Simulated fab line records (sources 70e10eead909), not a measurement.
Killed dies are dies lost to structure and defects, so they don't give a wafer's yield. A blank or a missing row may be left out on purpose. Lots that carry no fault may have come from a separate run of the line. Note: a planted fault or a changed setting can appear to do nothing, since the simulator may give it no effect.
Chamber matching    flow nand_harc    4 sister chambers for NHARC_A_STAIRCASE_CMP_450 on cmp-03
The step polishes SiO2, target thk 200 nm. 16 wafers are shown with their chamber, then 8 later ones without.

WAFERS WITH THEIR CHAMBER
wafer   chamber  motor_current_A (A)  edge_zone_pressure_frac
L074.2  3        13.5                 0.992
L074.5  2        13.1                 1.003
L074.6  3        13.2                 1.002
L075.1  1        11.2                 0.998
L075.3  2        14.1                 1.009
L075.5  3        12.8                 1.002
L081.1  0        12.8                 1.011
L081.4  2        14.0                 0.992
L081.6  1        11.7                 1.001
L082.2  2        13.7                 0.989
L082.3  0        11.8                 1.000
L082.5  0        12.7                 1.006
L083.1  2        14.1                 0.993
L083.2  1        12.5                 0.993
L083.3  0        13.3                 0.999
L089.2  3        13.0                 0.998

SIGNATURES (averages over the wafers above)
reading                  chamber 0  chamber 1  chamber 2  chamber 3  scatter within a chamber
motor_current_A          12.650     11.800     13.800     13.125     0.501
edge_zone_pressure_frac  1.00400    0.99733    0.99720    0.99850    0.00631
Rule: distance of a wafer from a chamber = root of the sum over the readings of ((wafer's reading minus chamber's mean) / reading's scatter) squared. The wafer belongs to the nearest chamber; if the next one is less than 2 further off, it can't be placed. The scatter: take each reading less its chamber's mean, square it, sum over the shown wafers, divide by the number of wafers less the number of chambers, and take the root.

WAFERS WHOSE CHAMBER IS MISSING
wafer   motor_current_A (A)  edge_zone_pressure_frac
L089.3  11.6                 0.999
L089.5  13.8                 0.991
L093.1  14.2                 0.996
L093.2  12.9                 1.001
L093.4  13.4                 1.000
L095.2  12.0                 1.000
L095.3  13.9                 0.995
L095.6  14.1                 1.004

EACH ONE'S CHAMBER
wafer   from the rows above                in truth
L089.3  can't be placed: 1 or 0            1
L089.5  can't be placed: 2 or 3            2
L093.1  can't be placed: 2 or 3            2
L093.2  can't be placed: 3 or 0 or 2 or 1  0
L093.4  can't be placed: 3 or 2 or 0       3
L095.2  can't be placed: 1 or 0 or 3       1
L095.3  can't be placed: 2 or 3            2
L095.6  can't be placed: 2 or 3 or 0       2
Correct placement for 0 of the 8. From these rows, 8 cannot be placed; in 8 the true chamber is one of the candidates. Placed wrongly: 0.
